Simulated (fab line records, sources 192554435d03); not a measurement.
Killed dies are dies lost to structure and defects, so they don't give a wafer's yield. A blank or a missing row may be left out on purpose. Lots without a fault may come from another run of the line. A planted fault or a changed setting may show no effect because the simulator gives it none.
Chamber matching | flow n5_finfet | N5_MIM_TOP_ALD_00 on ald_hk-03: 4 sister chambers
The step deposits Al2O3, purge time 3 s, co reactant pulse time 3 s. 4 wafers are shown with their chamber, then 8 later ones without.

WAFERS WITH THEIR CHAMBER
wafer  | chamber | precursor_pulse_height_rel
L080.4 | 0       | 0.973
L079.1 | 3       | 1.036
L079.2 | 2       | 0.985
L089.1 | 1       | 0.974

WAFERS WITHOUT THEIR CHAMBER
wafer  | precursor_pulse_height_rel
L089.2 | 1.000
L089.3 | 0.996
L091.2 | 0.997
L091.3 | 0.983
L091.5 | 0.988
L094.2 | 1.007
L094.3 | 0.942
L094.4 | 1.012

WHICH CHAMBER EACH WENT THROUGH
wafer  | from the rows above               | in truth
L089.2 | can't be placed: 2 or 1 or 0 or 3 | 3
L089.3 | can't be placed: 2 or 1 or 0 or 3 | 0
L091.2 | can't be placed: 2 or 1 or 0 or 3 | 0
L091.3 | can't be placed: 2 or 1 or 0      | 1
L091.5 | can't be placed: 2 or 1 or 0      | 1
L094.2 | can't be placed: 2 or 3 or 1 or 0 | 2
L094.3 | can't be placed: 0 or 1 or 2      | 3
L094.4 | can't be placed: 3 or 2 or 1 or 0 | 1
Placed correctly: 0 of 8. Can't be placed from these rows: 8 (the true chamber is among the candidates in 7). Placed wrongly: 0.
How it was worked out, from the rows above alone: a wafer's distance from a chamber is the root of the sum, over the readings, of the square of ((its reading less the chamber's mean) divided by the reading's scatter). The wafer belongs to the nearest chamber; if the next one is less than 2 further off, it can't be placed. A chamber's mean is the mean of its shown wafers. The scatter: with one shown wafer a chamber, the root of the mean of the squares of how far each hidden wafer lies from its nearest shown one.
